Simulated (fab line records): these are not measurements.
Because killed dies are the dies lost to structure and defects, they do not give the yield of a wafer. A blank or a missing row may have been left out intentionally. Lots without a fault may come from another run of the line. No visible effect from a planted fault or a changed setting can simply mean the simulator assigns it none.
Chamber matching || flow n5_finfet || N5_BEOL_M6_STRIP_19 on rie_diel-01 has 4 sister chambers
The step strips in O2. 18 wafers are shown with their chamber, then 9 later ones without.

== EACH WAFER AND ITS CHAMBER ==
{"wafer": "L074.1", "chamber": 0, "showerhead_plenum_p_Torr (Torr)": 2.15, "throttle_valve_pct (%)": 16.41, "oes_product_au (a.u.)": 0.98}
{"wafer": "L074.5", "chamber": 0, "showerhead_plenum_p_Torr (Torr)": 2.15, "throttle_valve_pct (%)": 16.44, "oes_product_au (a.u.)": 0.97}
{"wafer": "L074.6", "chamber": 3, "showerhead_plenum_p_Torr (Torr)": 2.21, "throttle_valve_pct (%)": 17.05, "oes_product_au (a.u.)": 0.82}
{"wafer": "L075.1", "chamber": 0, "showerhead_plenum_p_Torr (Torr)": 2.14, "throttle_valve_pct (%)": 16.44, "oes_product_au (a.u.)": 0.95}
{"wafer": "L075.2", "chamber": 1, "showerhead_plenum_p_Torr (Torr)": 2.02, "throttle_valve_pct (%)": 16.91, "oes_product_au (a.u.)": 0.77}
{"wafer": "L075.4", "chamber": 3, "showerhead_plenum_p_Torr (Torr)": 2.21, "throttle_valve_pct (%)": 17.07, "oes_product_au (a.u.)": 0.81}
{"wafer": "L076.4", "chamber": 2, "showerhead_plenum_p_Torr (Torr)": 2.23, "throttle_valve_pct (%)": 16.27, "oes_product_au (a.u.)": 0.89}
{"wafer": "L076.5", "chamber": 1, "showerhead_plenum_p_Torr (Torr)": 2.02, "throttle_valve_pct (%)": 16.91, "oes_product_au (a.u.)": 0.77}
{"wafer": "L076.6", "chamber": 2, "showerhead_plenum_p_Torr (Torr)": 2.23, "throttle_valve_pct (%)": 16.26, "oes_product_au (a.u.)": 0.91}
{"wafer": "L079.4", "chamber": 0, "showerhead_plenum_p_Torr (Torr)": 2.14, "throttle_valve_pct (%)": 16.47, "oes_product_au (a.u.)": 0.95}
{"wafer": "L079.5", "chamber": 1, "showerhead_plenum_p_Torr (Torr)": 2.02, "throttle_valve_pct (%)": 16.92, "oes_product_au (a.u.)": 0.76}
{"wafer": "L079.6", "chamber": 2, "showerhead_plenum_p_Torr (Torr)": 2.23, "throttle_valve_pct (%)": 16.27, "oes_product_au (a.u.)": 0.90}
{"wafer": "L081.2", "chamber": 3, "showerhead_plenum_p_Torr (Torr)": 2.21, "throttle_valve_pct (%)": 17.09, "oes_product_au (a.u.)": 0.80}
{"wafer": "L081.4", "chamber": 2, "showerhead_plenum_p_Torr (Torr)": 2.23, "throttle_valve_pct (%)": 16.28, "oes_product_au (a.u.)": 0.88}
{"wafer": "L081.6", "chamber": 1, "showerhead_plenum_p_Torr (Torr)": 2.02, "throttle_valve_pct (%)": 16.93, "oes_product_au (a.u.)": 0.75}
{"wafer": "L083.1", "chamber": 3, "showerhead_plenum_p_Torr (Torr)": 2.21, "throttle_valve_pct (%)": 17.12, "oes_product_au (a.u.)": 0.79}
{"wafer": "L083.2", "chamber": 1, "showerhead_plenum_p_Torr (Torr)": 2.01, "throttle_valve_pct (%)": 16.95, "oes_product_au (a.u.)": 0.75}
{"wafer": "L083.6", "chamber": 3, "showerhead_plenum_p_Torr (Torr)": 2.21, "throttle_valve_pct (%)": 17.12, "oes_product_au (a.u.)": 0.79}

SIGNATURES (means of the wafers above)
{"reading": "showerhead_plenum_p_Torr", "chamber 0": 2.1450, "chamber 1": 2.0180, "chamber 2": 2.2300, "chamber 3": 2.2100, "scatter within a chamber": 0.00359}
{"reading": "throttle_valve_pct", "chamber 0": 16.4400, "chamber 1": 16.9240, "chamber 2": 16.2700, "chamber 3": 17.0900, "scatter within a chamber": 0.0222}
{"reading": "oes_product_au", "chamber 0": 0.9625, "chamber 1": 0.7600, "chamber 2": 0.8950, "chamber 3": 0.8020, "scatter within a chamber": 0.0127}
Rule: distance of a wafer from a chamber = root of the sum over the readings of ((wafer's reading minus chamber's mean) / reading's scatter) squared. If the next closest chamber is less than 2 further off than the closest, the wafer can't be placed; otherwise it belongs to the closest. How the scatter is found: for the shown wafers, subtract from each reading the mean of its chamber, square and add these, divide the total by (wafers less chambers), then take the root.

== WAFERS WITHOUT THEIR CHAMBER ==
{"wafer": "L088.1", "showerhead_plenum_p_Torr (Torr)": 2.14, "throttle_valve_pct (%)": 16.50, "oes_product_au (a.u.)": 0.91}
{"wafer": "L088.2", "showerhead_plenum_p_Torr (Torr)": 2.20, "throttle_valve_pct (%)": 17.10, "oes_product_au (a.u.)": 0.79}
{"wafer": "L088.3", "showerhead_plenum_p_Torr (Torr)": 2.01, "throttle_valve_pct (%)": 16.96, "oes_product_au (a.u.)": 0.74}
{"wafer": "L093.1", "showerhead_plenum_p_Torr (Torr)": 2.13, "throttle_valve_pct (%)": 16.51, "oes_product_au (a.u.)": 0.88}
{"wafer": "L093.4", "showerhead_plenum_p_Torr (Torr)": 2.13, "throttle_valve_pct (%)": 16.51, "oes_product_au (a.u.)": 0.89}
{"wafer": "L093.6", "showerhead_plenum_p_Torr (Torr)": 2.01, "throttle_valve_pct (%)": 16.96, "oes_product_au (a.u.)": 0.73}
{"wafer": "L096.1", "showerhead_plenum_p_Torr (Torr)": 2.19, "throttle_valve_pct (%)": 17.15, "oes_product_au (a.u.)": 0.76}
{"wafer": "L096.3", "showerhead_plenum_p_Torr (Torr)": 2.00, "throttle_valve_pct (%)": 17.02, "oes_product_au (a.u.)": 0.73}
{"wafer": "L096.5", "showerhead_plenum_p_Torr (Torr)": 2.00, "throttle_valve_pct (%)": 17.02, "oes_product_au (a.u.)": 0.72}

== EACH ONE'S CHAMBER ==
{"wafer": "L088.1", "from the rows above": 0, "in truth": 0}
{"wafer": "L088.2", "from the rows above": 3, "in truth": 3}
{"wafer": "L088.3", "from the rows above": 1, "in truth": 1}
{"wafer": "L093.1", "from the rows above": 0, "in truth": 0}
{"wafer": "L093.4", "from the rows above": 0, "in truth": 0}
{"wafer": "L093.6", "from the rows above": 1, "in truth": 1}
{"wafer": "L096.1", "from the rows above": 3, "in truth": 3}
{"wafer": "L096.3", "from the rows above": 1, "in truth": 1}
{"wafer": "L096.5", "from the rows above": 1, "in truth": 1}
Placed correctly: 9 of 9. Number that these rows cannot place: 0. Wrongly placed: 0.
